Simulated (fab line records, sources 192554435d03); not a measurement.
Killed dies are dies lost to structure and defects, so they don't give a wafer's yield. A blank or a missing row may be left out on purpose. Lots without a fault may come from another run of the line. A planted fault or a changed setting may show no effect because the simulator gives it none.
Which tool did it? | flow n5_finfet | 14 lots, 42 wafers sampled, at 3 steps of a route of 1938

WHAT THE GAUGES READ, wafer by wafer
N5_BEOL_M9_CD_MEAS_11: target cd 64.1 nm.
lot  | measured     | on        | cd_nm (nm)
L834 | day 10 20:14 | cd_sem-02 | 63.9 63.9 63.9
L836 | day 11 10:14 | cd_sem-02 | 63.7 63.7 63.6
L835 | day 11 10:20 | cd_sem-03 | 64.3 63.5 63.9
L838 | day 12 06:59 | cd_sem-01 | 64.9 64.9 64.7
L841 | day 12 10:48 | cd_sem-02 | 64.2 64.4 64.2
L839 | day 12 10:50 | cd_sem-01 | 64.2 64.2 65.0
L843 | day 13 10:47 | cd_sem-03 | 63.8 63.6 64.1
L844 | day 13 20:31 | cd_sem-02 | 64.2 64.4 64.5
L846 | day 14 02:38 | cd_sem-03 | 64.0 64.5 64.4
L845 | day 14 02:52 | cd_sem-01 | 63.6 64.3 63.9
L849 | day 14 08:04 | cd_sem-03 | 64.3 64.3 64.0
L852 | day 15 08:41 | cd_sem-02 | 64.4 64.2 64.8
L854 | day 16 00:44 | cd_sem-01 | 64.8 64.2 63.9
L855 | day 16 19:46 | cd_sem-01 | 64.2 64.3 63.8

N5_BEOL_M9_OVL_MEAS_12.
lot  | measured     | on         | M9_OVL (nm)
L834 | day 10 20:16 | overlay-01 | -0.5 0.0 -0.4
L836 | day 11 10:17 | overlay-02 | 0.6 -0.7 0.9
L835 | day 11 10:22 | overlay-01 | 0.3 -0.9 -0.1
L838 | day 12 07:01 | overlay-01 | -0.2 -0.4 0.0
L841 | day 12 10:50 | overlay-02 | 0.7 -0.3 -0.7
L839 | day 12 10:52 | overlay-02 | -0.9 -1.3 -1.8
L843 | day 13 10:49 | overlay-01 | 0.1 1.3 0.8
L844 | day 13 20:32 | overlay-02 | 0.4 1.0 0.3
L846 | day 14 02:40 | overlay-01 | 0.4 -1.0 -0.4
L845 | day 14 02:53 | overlay-01 | 0.3 0.2 1.5
L849 | day 14 08:05 | overlay-01 | 0.7 0.4 -0.2
L852 | day 15 08:43 | overlay-01 | 0.4 0.3 1.1
L854 | day 16 00:46 | overlay-01 | -1.0 -0.6 0.0
L855 | day 16 19:47 | overlay-01 | -0.3 -0.1 -0.6

WHICH TOOL RAN EACH LOT (tool, then ch and the chambers of the sampled wafers, then the start)
lot  | N5_BEOL_M9_PECVD_70
L834 | pecvd-02 ch 0,1,2, day 10 18:32
L836 | pecvd-02 ch 1,2, day 11 07:46
L835 | pecvd-03 ch 0,1, day 11 08:38
L838 | pecvd-02 ch 0,1,2, day 12 06:26
L841 | pecvd-02 ch 0,1, day 12 07:11
L839 | pecvd-03 ch 0,1,2, day 12 07:25
L843 | pecvd-04 ch 1,2, day 13 08:45
L844 | pecvd-04 ch 0,1,2, day 13 17:50
L846 | pecvd-02 ch 0,2, day 14 00:03
L845 | pecvd-04 ch 0,2, day 14 00:18
L849 | pecvd-04 ch 0,1, day 14 07:08
L852 | pecvd-04 ch 0,1, day 15 07:41
L854 | pecvd-04 ch 0,2, day 15 23:23
L855 | pecvd-03 ch 1,2, day 16 17:47
- N5_BEOL_M9_PECVD_70: deposits SiO2 from TEOS/O2, target thk 20 nm, time 22.7 s.

WHAT THE TOOLS THEMSELVES READ (means of the sampled wafers that have a number; where no wafer has one, the mark that the record gives instead)
N5_BEOL_M9_PECVD_70.
lot  | tool     | heater_power_w (W) | showerhead_plenum_p_Torr (Torr) | throttle_valve_pct (%)
L834 | pecvd-02 | 687                | 8.80                            | 22.0
L836 | pecvd-02 | 643                | 8.76                            | 22.1
L835 | pecvd-03 | 738                | 8.76                            | 22.7
L838 | pecvd-02 | 686                | 8.79                            | 22.0
L841 | pecvd-02 | 725                | 8.82                            | 21.9
L839 | pecvd-03 | 644                | 8.71                            | 22.4
L843 | pecvd-04 | 762                | 8.74                            | 22.7
L844 | pecvd-04 | 703                | 8.79                            | 22.4
L846 | pecvd-02 | 732                | 8.77                            | 22.3
L845 | pecvd-04 | 704                | 8.77                            | 23.3
L849 | pecvd-04 | 671                | 8.79                            | 21.9
L852 | pecvd-04 | 638                | 8.82                            | 22.4
L854 | pecvd-04 | 702                | 8.77                            | 23.3
L855 | pecvd-03 | 703                | 8.71                            | 21.9

THE ANSWER, worked out from the rows above alone
Rule: what is usual is taken from the lots themselves. Put in order of their means at a reading, lots are off if they are a third of the lots or fewer, leave a main group of 4 or more, and stand apart from it by a gap of 3 or more times the standard deviation of the main group's means; of several such gaps the widest counts. A main group whose means are all the same, to the digits that the tables above print for the reading, isn't used. A lot without any number at a reading at which 4 lots or more have one is off too. The other lots that the step has rows for count as sound. The gauges are gone through in route order, then the tools' own readings, and for those a lot's mean is taken as printed above. The first step at which some lot is off is used, and at that step the reading that is off furthest; a lot without a number counts as furthest.
No lot is off at any reading shown: from this, nothing can be told.

WHAT THE SIMULATOR HAD PUT IN
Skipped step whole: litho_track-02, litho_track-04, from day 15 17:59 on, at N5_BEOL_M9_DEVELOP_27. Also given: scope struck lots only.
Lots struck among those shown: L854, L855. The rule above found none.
